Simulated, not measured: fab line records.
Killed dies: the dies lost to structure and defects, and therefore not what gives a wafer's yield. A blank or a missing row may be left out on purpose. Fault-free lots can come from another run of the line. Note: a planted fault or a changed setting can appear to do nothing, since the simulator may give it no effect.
8D (eight disciplines) problem report, filled in by code + flow n5 finfet + the parts of the form that need people (team, actions taken, sign-off) are left out

== 1. THE PROBLEM ==
Across 2 wafers from 2 lots, IOFF_N_LONG at N5_BEOL_M4_RC_MEAS_101 averages 3.29e-04 nA/um, while fault-free wafers read 5.53e-05 nA/um with a standard deviation of 2.1e-06. So: +99 or more standard deviations from the usual mean.
Seen first at day 11 07:12 on prober-02, wafer L952.1. The record has a number at this step for 23 wafers belonging to 8 lots. Rule for "out" (also "out of limits"): further than 4 standard deviations from the usual mean. The other wafers with a number count as sound.

== 2. WHAT IT IS, WHAT IT ISN'T ==
| question                    | is                                                                                                                    | is not                                                                                      |
|-----------------------------|-----------------------------------------------------------------------------------------------------------------------|---------------------------------------------------------------------------------------------|
| which readings at this step | IOFF_N_LONG, IOFF_N, IOFF_N_85C, IOFF_N_LIN, IOFF_P_LONG, ION_N, VT_N, VT_N_LONG, VT_N_LVT, VT_P, VT_P_LONG, VT_P_LVT | DIBL_N, DIBL_P, SS_N, SS_P                                                                  |
| which lots                  | L952, L954                                                                                                            | L939, L942, L955, L957, L960, L962                                                          |
| which wafers of those lots  | L952.1, L954.1                                                                                                        | L952.2, L952.3, L954.2, L954.5                                                              |
| read on which gauges        | prober-01, prober-02                                                                                                  | -                                                                                           |
| when                        | from day 11 07:12                                                                                                     | up to then (7 sound wafers); but 14 sound wafers of L954, L955, L957, L960, L962 came after |

== 3. THE SUSPECTS, EACH WITH WHAT RULES IT OUT ==
Counting: a tool at a process step up to the reading stays a suspect if it ran every lot that is out. Sound lots after the first of them don't rule it out here, since some wafers of a struck lot are sound.
- the gauge at N5_BEOL_M4_RC_MEAS_101 is ruled out. The wafers that are out were read on 2 gauges (prober-01, prober-02).
- rie diel-05 at N5_HKMG_FIN_ETCH_32 (etches SOC in N2/H2, target depth 240 nm, time 300 s): kept. Ran every lot that is out, first one L952 (day 7 09:26); last sound lot up to then L942 (day 4 23:30).
- ald metal-02 at N5_HKMG_FIN_ALD_91 (deposits TiN, target thk 1 nm, pulse time 1 s, purge time 3 s): kept. It ran every lot that is out, first L952 (day 7 10:21).
- rie diel-06 at N5_HKMG_FIN_ETCH_86 (etches SOC in N2/H2, stops on TiN, target depth 393.2 nm): kept. Ran every lot that is out, first one L952 (day 7 10:41); last sound lot up to then L939 (day 4 02:31).
- In ald metal-02 at N5_HKMG_FIN_ALD_91, the wafers that are out were processed in chamber 3 and their sound lot-mates in chambers 0, 1, 2.
Left after counting: rie diel-05 at N5_HKMG_FIN_ETCH_32, ald metal-02 at N5_HKMG_FIN_ALD_91, rie diel-06 at N5_HKMG_FIN_ETCH_86.

== 4. THE CAUSE (what the simulator had put in) ==
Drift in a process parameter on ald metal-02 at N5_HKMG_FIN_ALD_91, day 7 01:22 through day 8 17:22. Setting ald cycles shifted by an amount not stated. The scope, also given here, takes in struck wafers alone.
After counting, 3 suspects remain, this tool included.

== 5. THE EFFECT CHAIN, in route order ==
Rows list readings where the struck wafers' mean (over those with a number) sits beyond 3 standard deviations from the usual. Only readings whose record carries a usual standard deviation are examined. hours: median over the lots of the time between each lot's start at the first step of this table that gives one and its start at this step. sigmas: the change, counted in usual standard deviations.
| hours | step                    | reading              | usual          | on struck wafers | change    | sigmas      |
|-------|-------------------------|----------------------|----------------|------------------|-----------|-------------|
| 0     | N5_BEOL_M4_RC_MEAS_101  | IOFF_N               | 0.18 nA/um     | 1.69             | +1.51     | +36         |
| 0     | N5_BEOL_M4_RC_MEAS_101  | IOFF_N_85C           | 3.5 nA/um      | 22.5             | +19.0     | +28         |
| 0     | N5_BEOL_M4_RC_MEAS_101  | IOFF_N_LIN           | 0.080 nA/um    | 0.710            | +0.630    | +42         |
| 0     | N5_BEOL_M4_RC_MEAS_101  | IOFF_N_LONG          | 5.53e-05 nA/um | 3.29e-04         | +2.74e-04 | +99 or more |
| 0     | N5_BEOL_M4_RC_MEAS_101  | IOFF_P_LONG          | 0.000104 nA/um | 0.000065         | -0.000039 | -4.8        |
| 0     | N5_BEOL_M4_RC_MEAS_101  | ION_N                | 677 uA/um      | 790              | +114      | +7.6        |
| 0     | N5_BEOL_M4_RC_MEAS_101  | ION_P                | 464 uA/um      | 426              | -38       | -3.9        |
| 0     | N5_BEOL_M4_RC_MEAS_101  | VT_N                 | 249 mV         | 191              | -58       | -17         |
| 0     | N5_BEOL_M4_RC_MEAS_101  | VT_N_LONG            | 275.3 mV       | 217.4            | -57.9     | -30         |
| 0     | N5_BEOL_M4_RC_MEAS_101  | VT_N_LVT             | 98 mV          | 38               | -60       | -17         |
| 0     | N5_BEOL_M4_RC_MEAS_101  | VT_P                 | -249 mV        | -268             | -19       | -5.9        |
| 0     | N5_BEOL_M4_RC_MEAS_101  | VT_P_LONG            | -275.6 mV      | -293.0           | -17.4     | -6.4        |
| 0     | N5_BEOL_M4_RC_MEAS_101  | VT_P_LVT             | -98 mV         | -114             | -16       | -5.5        |
| 103   | N5_PASSIVATION_PROBE_49 | defect limited yield | 91.8 %         | 74.4             | -17.4     | -12         |
| 103   | N5_PASSIVATION_PROBE_49 | killed at front end  | 36             | 230              | +194      | +16         |
| 103   | N5_PASSIVATION_PROBE_49 | killed dies          | 97             | 302              | +205      | +11         |
| 103   | N5_PASSIVATION_PROBE_49 | killed on rim        | 12             | 86               | +74       | +18         |
| 103   | N5_PASSIVATION_PROBE_49 | sort_bin_4_leakage   | 0.01 %         | 74.41            | +74.40    | +99 or more |
| 103   | N5_PASSIVATION_PROBE_49 | sort n pass          | 1083           | 0                | -1083     | -60         |
| 103   | N5_PASSIVATION_PROBE_49 | sort yield pct       | 91.8 %         | 0.0              | -91.8     | -61         |
The process steps in it:
- N5_PASSIVATION_PROBE_49

== 6. HOW IT WOULD HAVE BEEN CAUGHT EARLIER ==
The first out-of-limits reading at a measuring or inspecting step in this record came at day 11 07:12, 102 hours after the fault's start at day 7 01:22.
Tool readings at N5_HKMG_FIN_ALD_91 with a usual standard deviation given in the record: none out on any struck wafer, hence no alarm at a limit of 4 standard deviations on them.
Lots out: 2; all had begun N5_HKMG_FIN_ALD_91 on ald metal-02 by day 11 07:12. Tool hold at that time: it would have spared none of them.
